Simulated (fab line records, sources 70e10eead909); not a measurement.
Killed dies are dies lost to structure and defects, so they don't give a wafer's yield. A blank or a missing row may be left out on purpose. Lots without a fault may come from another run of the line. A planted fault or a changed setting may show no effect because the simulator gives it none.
Problem report in the 8D (eight disciplines) form, filled by code | flow nand_harc | the parts of the form that need people (team, actions taken, sign-off) are left out

1. THE PROBLEM
heater_power_total_W at NHARC_A_CONTACT_SOFTBAKE_03 reads a mean of 190.02 W on 6 wafers of 2 lots; wafers without a fault read 188.44 W with a standard deviation of 0.13. That is +12 standard deviations from the usual mean.
The step: time 55 s.
First seen on wafer L550.2, day 27 04:00, on litho_track-01. The record holds 39 wafers of 13 lots with a number at this step. Rule for "out", or "out of limits": more than 4 standard deviations from the usual mean. The other wafers with a number count as sound.

2. WHAT IT IS AND WHAT IT IS NOT
question                    | is                     | is not
which readings at this step | heater_power_total_W   | -
which lots                  | L550, L551             | L537, L538, L539, L540, L541, L542, L544, L556, L557, L558, L559
which wafers of those lots  | all that have a number | -
read on which tools         | litho_track-01         | litho_track-04, litho_track-06
when                        | from day 27 04:00      | up to then (21 sound wafers); but 12 sound wafers of L556, L557, L558, L559 came after

3. SUSPECTS, AND WHAT RULES EACH OUT
Counting: a tool at a process step up to the reading stays a suspect if it ran every lot that is out and no sound lot after the first of them.
- pecvd-01 at NHARC_A_CONTACT_DEP_85 (deposits SiON, target thk 60 nm): kept. It ran every lot that is out, first L550 (day 27 04:10), and no sound lot after that.
- litho_track-01 at NHARC_A_CONTACT_SOFTBAKE_03 (time 55 s): ruled out as a lasting fault. Sound lots L558, L559 ran on it after its first lot that is out, L550 (day 27 04:00).
Left after counting: pecvd-01 at NHARC_A_CONTACT_DEP_85.

4. THE CAUSE (what the simulator had put in)
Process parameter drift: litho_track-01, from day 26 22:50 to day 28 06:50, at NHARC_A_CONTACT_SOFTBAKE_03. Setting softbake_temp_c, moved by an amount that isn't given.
Counting ruled it out, wrongly.

5. THE CHAIN OF EFFECTS, in route order
Each row: a reading whose mean over the struck wafers that have a number lies more than 3 standard deviations from the usual. Only readings for which the record gives a usual standard deviation are gone through. hours: the time from each lot's start at the first step in this table that gives one to its start at this step, as a median over the lots. sigmas: the change in usual standard deviations.
hours | step                        | reading              | usual    | on struck wafers | change | sigmas
0     | NHARC_A_CONTACT_SOFTBAKE_03 | heater_power_total_W | 188.44 W | 190.02           | +1.58  | +12
The process steps in it:
- NHARC_A_CONTACT_SOFTBAKE_03: time 55 s.
Later measuring or inspecting steps at which every struck wafer that the step has a row for has a number for every such reading, and none has moved that far: NHARC_END_SORT_01.

6. WHAT WOULD HAVE CAUGHT IT SOONER
In this record the first reading out of limits was taken at day 27 04:00, 5 hours after the fault began at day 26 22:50.
